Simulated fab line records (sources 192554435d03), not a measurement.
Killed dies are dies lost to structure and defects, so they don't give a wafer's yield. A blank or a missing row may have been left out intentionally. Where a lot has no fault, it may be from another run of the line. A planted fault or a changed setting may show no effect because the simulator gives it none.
Matching of chambers :: flow n5-finfet :: N5_BEOL_M10_CURE_72 on uv-cure-03 has 3 sister chambers
The step cures SiCOH lowk, time 120 s. 18 wafers are shown with their chamber, then 9 later ones without.

## WAFERS PAIRED WITH THEIR CHAMBERS
wafer: L074.2
chamber: 0
wafer_temp_C_max: 372.5
lamp-power-pct (%): 52.37

wafer: L074.4
chamber: 0
wafer_temp_C_max: 373.0
lamp-power-pct (%): 52.26

wafer: L074.6
chamber: 0
wafer_temp_C_max: 372.7
lamp-power-pct (%): 52.30

wafer: L076.3
chamber: 0
wafer_temp_C_max: 372.9
lamp-power-pct (%): 52.28

wafer: L076.5
chamber: 0
wafer_temp_C_max: 372.7
lamp-power-pct (%): 52.37

wafer: L076.6
chamber: 0
wafer_temp_C_max: 372.7
lamp-power-pct (%): 52.27

wafer: L077.2
chamber: 0
wafer_temp_C_max: 372.6
lamp-power-pct (%): 52.28

wafer: L077.4
chamber: 0
wafer_temp_C_max: 371.9
lamp-power-pct (%): 52.30

wafer: L077.5
chamber: 0
wafer_temp_C_max: 372.6
lamp-power-pct (%): 52.27

wafer: L080.2
chamber: 1
wafer_temp_C_max: 372.3
lamp-power-pct (%): 52.29

wafer: L080.3
chamber: 1
wafer_temp_C_max: 372.0
lamp-power-pct (%): 52.25

wafer: L080.6
chamber: 1
wafer_temp_C_max: 371.8
lamp-power-pct (%): 52.33

wafer: L081.3
chamber: 2
wafer_temp_C_max: 371.6
lamp-power-pct (%): 52.26

wafer: L081.5
chamber: 2
wafer_temp_C_max: 371.4
lamp-power-pct (%): 52.32

wafer: L081.6
chamber: 2
wafer_temp_C_max: 371.6
lamp-power-pct (%): 52.32

wafer: L083.4
chamber: 1
wafer_temp_C_max: 371.6
lamp-power-pct (%): 52.27

wafer: L083.5
chamber: 1
wafer_temp_C_max: 371.8
lamp-power-pct (%): 52.37

wafer: L083.6
chamber: 1
wafer_temp_C_max: 372.6
lamp-power-pct (%): 52.34

SIGNATURES, as means of the wafers listed above
reading: wafer_temp_C_max
chamber 0: 372.622
chamber 1: 372.017
chamber 2: 371.533
scatter within a chamber: 0.315

reading: lamp-power-pct
chamber 0: 52.3000
chamber 1: 52.3083
chamber 2: 52.3000
scatter within a chamber: 0.0423
Rule: for a wafer and a chamber, the distance is found by dividing, reading by reading, the gap between the wafer's reading and the chamber's mean by the reading's scatter, squaring, summing and taking the root. The wafer belongs to the nearest chamber; if the next one is less than 2 further off, it can't be placed. How the scatter is found: for the shown wafers, subtract from each reading the mean of its chamber, square and add these, divide the total by (wafers less chambers), then take the root.

## WAFERS WITH NO CHAMBER GIVEN
wafer: L084.3
wafer_temp_C_max: 372.3
lamp-power-pct (%): 52.30

wafer: L084.4
wafer_temp_C_max: 372.5
lamp-power-pct (%): 52.34

wafer: L084.5
wafer_temp_C_max: 372.4
lamp-power-pct (%): 52.33

wafer: L088.2
wafer_temp_C_max: 372.5
lamp-power-pct (%): 52.32

wafer: L088.4
wafer_temp_C_max: 372.5
lamp-power-pct (%): 52.37

wafer: L088.5
wafer_temp_C_max: 372.4
lamp-power-pct (%): 52.32

wafer: L094.1
wafer_temp_C_max: 371.8
lamp-power-pct (%): 52.38

wafer: L094.5
wafer_temp_C_max: 372.6
lamp-power-pct (%): 52.23

wafer: L094.6
wafer_temp_C_max: 372.1
lamp-power-pct (%): 52.23

## EACH ONE'S CHAMBER
wafer: L084.3
from the rows above: can't be placed: 1 or 0 or 2
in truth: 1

wafer: L084.4
from the rows above: can't be placed: 0 or 1
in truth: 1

wafer: L084.5
from the rows above: can't be placed: 0 or 1 or 2
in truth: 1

wafer: L088.2
from the rows above: can't be placed: 0 or 1
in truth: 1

wafer: L088.4
from the rows above: can't be placed: 0 or 1 or 2
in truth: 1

wafer: L088.5
from the rows above: can't be placed: 0 or 1 or 2
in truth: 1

wafer: L094.1
from the rows above: can't be placed: 1 or 2 or 0
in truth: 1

wafer: L094.5
from the rows above: can't be placed: 0 or 1
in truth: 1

wafer: L094.6
from the rows above: can't be placed: 1 or 0 or 2
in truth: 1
Correctly placed: 0 of 9. Not placeable from these rows: 9 (in 9, the candidates include the true chamber). Wrongly placed: 0.
